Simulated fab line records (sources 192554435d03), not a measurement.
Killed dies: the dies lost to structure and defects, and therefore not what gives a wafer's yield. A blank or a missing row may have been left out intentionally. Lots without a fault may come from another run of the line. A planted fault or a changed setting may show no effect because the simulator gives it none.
Chamber matching || flow n5_finfet || rie_diel-06 running N5_BEOL_M15_DESCUM_15: 4 sister chambers
The step chemistry O2, time 7.9 s. 14 wafers are shown with their chamber, then 7 later ones without.

WAFERS PAIRED WITH THEIR CHAMBERS
{"wafer": "L075.4", "chamber": 0, "throttle_valve_pct (%)": 20.82, "showerhead_plenum_p_Torr (Torr)": 1.96, "drypump_motor_current_A (A)": 6.2}
{"wafer": "L075.5", "chamber": 1, "throttle_valve_pct (%)": 20.22, "showerhead_plenum_p_Torr (Torr)": 2.18, "drypump_motor_current_A (A)": 5.4}
{"wafer": "L075.6", "chamber": 3, "throttle_valve_pct (%)": 20.48, "showerhead_plenum_p_Torr (Torr)": 2.10, "drypump_motor_current_A (A)": 4.7}
{"wafer": "L074.2", "chamber": 3, "throttle_valve_pct (%)": 20.47, "showerhead_plenum_p_Torr (Torr)": 2.10, "drypump_motor_current_A (A)": 4.7}
{"wafer": "L074.3", "chamber": 0, "throttle_valve_pct (%)": 20.82, "showerhead_plenum_p_Torr (Torr)": 1.96, "drypump_motor_current_A (A)": 6.2}
{"wafer": "L074.4", "chamber": 1, "throttle_valve_pct (%)": 20.23, "showerhead_plenum_p_Torr (Torr)": 2.18, "drypump_motor_current_A (A)": 5.4}
{"wafer": "L080.1", "chamber": 0, "throttle_valve_pct (%)": 20.83, "showerhead_plenum_p_Torr (Torr)": 1.96, "drypump_motor_current_A (A)": 6.2}
{"wafer": "L080.3", "chamber": 1, "throttle_valve_pct (%)": 20.23, "showerhead_plenum_p_Torr (Torr)": 2.17, "drypump_motor_current_A (A)": 5.4}
{"wafer": "L080.4", "chamber": 3, "throttle_valve_pct (%)": 20.49, "showerhead_plenum_p_Torr (Torr)": 2.10, "drypump_motor_current_A (A)": 4.8}
{"wafer": "L084.2", "chamber": 1, "throttle_valve_pct (%)": 20.23, "showerhead_plenum_p_Torr (Torr)": 2.17, "drypump_motor_current_A (A)": 5.3}
{"wafer": "L084.3", "chamber": 2, "throttle_valve_pct (%)": 20.33, "showerhead_plenum_p_Torr (Torr)": 2.06, "drypump_motor_current_A (A)": 4.7}
{"wafer": "L084.6", "chamber": 2, "throttle_valve_pct (%)": 20.33, "showerhead_plenum_p_Torr (Torr)": 2.06, "drypump_motor_current_A (A)": 4.7}
{"wafer": "L088.1", "chamber": 3, "throttle_valve_pct (%)": 20.51, "showerhead_plenum_p_Torr (Torr)": 2.09, "drypump_motor_current_A (A)": 4.7}
{"wafer": "L088.5", "chamber": 3, "throttle_valve_pct (%)": 20.52, "showerhead_plenum_p_Torr (Torr)": 2.09, "drypump_motor_current_A (A)": 4.7}

SIGNATURES (means of the wafers above)
{"reading": "throttle_valve_pct", "chamber 0": 20.8233, "chamber 1": 20.2275, "chamber 2": 20.3300, "chamber 3": 20.4940, "scatter within a chamber": 0.0136}
{"reading": "showerhead_plenum_p_Torr", "chamber 0": 1.9600, "chamber 1": 2.1750, "chamber 2": 2.0600, "chamber 3": 2.0960, "scatter within a chamber": 0.00469}
{"reading": "drypump_motor_current_A", "chamber 0": 6.200, "chamber 1": 5.375, "chamber 2": 4.700, "chamber 3": 4.720, "scatter within a chamber": 0.0394}
Rule: for each reading, subtract the chamber's mean from the wafer's reading, divide by that reading's scatter and square the result; add these up over the readings and take the root, which gives the wafer's distance from the chamber. The wafer belongs to the nearest chamber; if the next one is less than 2 further off, it can't be placed. The scatter is the square root of a quotient: the sum, over the shown wafers, of each reading's squared deviation from its chamber's mean, divided by wafers minus chambers.

WAFERS WITH NO CHAMBER GIVEN
{"wafer": "L088.6", "throttle_valve_pct (%)": 20.34, "showerhead_plenum_p_Torr (Torr)": 2.05, "drypump_motor_current_A (A)": 4.7}
{"wafer": "L093.2", "throttle_valve_pct (%)": 20.50, "showerhead_plenum_p_Torr (Torr)": 2.09, "drypump_motor_current_A (A)": 4.7}
{"wafer": "L093.3", "throttle_valve_pct (%)": 20.27, "showerhead_plenum_p_Torr (Torr)": 2.16, "drypump_motor_current_A (A)": 5.4}
{"wafer": "L093.4", "throttle_valve_pct (%)": 20.36, "showerhead_plenum_p_Torr (Torr)": 2.05, "drypump_motor_current_A (A)": 4.7}
{"wafer": "L094.3", "throttle_valve_pct (%)": 20.38, "showerhead_plenum_p_Torr (Torr)": 2.05, "drypump_motor_current_A (A)": 4.7}
{"wafer": "L094.4", "throttle_valve_pct (%)": 20.54, "showerhead_plenum_p_Torr (Torr)": 2.09, "drypump_motor_current_A (A)": 4.8}
{"wafer": "L094.6", "throttle_valve_pct (%)": 20.54, "showerhead_plenum_p_Torr (Torr)": 2.09, "drypump_motor_current_A (A)": 4.7}

CHAMBER TAKEN BY EACH
{"wafer": "L088.6", "from the rows above": 2, "in truth": 2}
{"wafer": "L093.2", "from the rows above": 3, "in truth": 3}
{"wafer": "L093.3", "from the rows above": 1, "in truth": 1}
{"wafer": "L093.4", "from the rows above": 2, "in truth": 2}
{"wafer": "L094.3", "from the rows above": 2, "in truth": 2}
{"wafer": "L094.4", "from the rows above": 3, "in truth": 3}
{"wafer": "L094.6", "from the rows above": 3, "in truth": 3}
7 of 7 placed correctly. Not placeable from these rows: 0. Placed wrongly: 0.
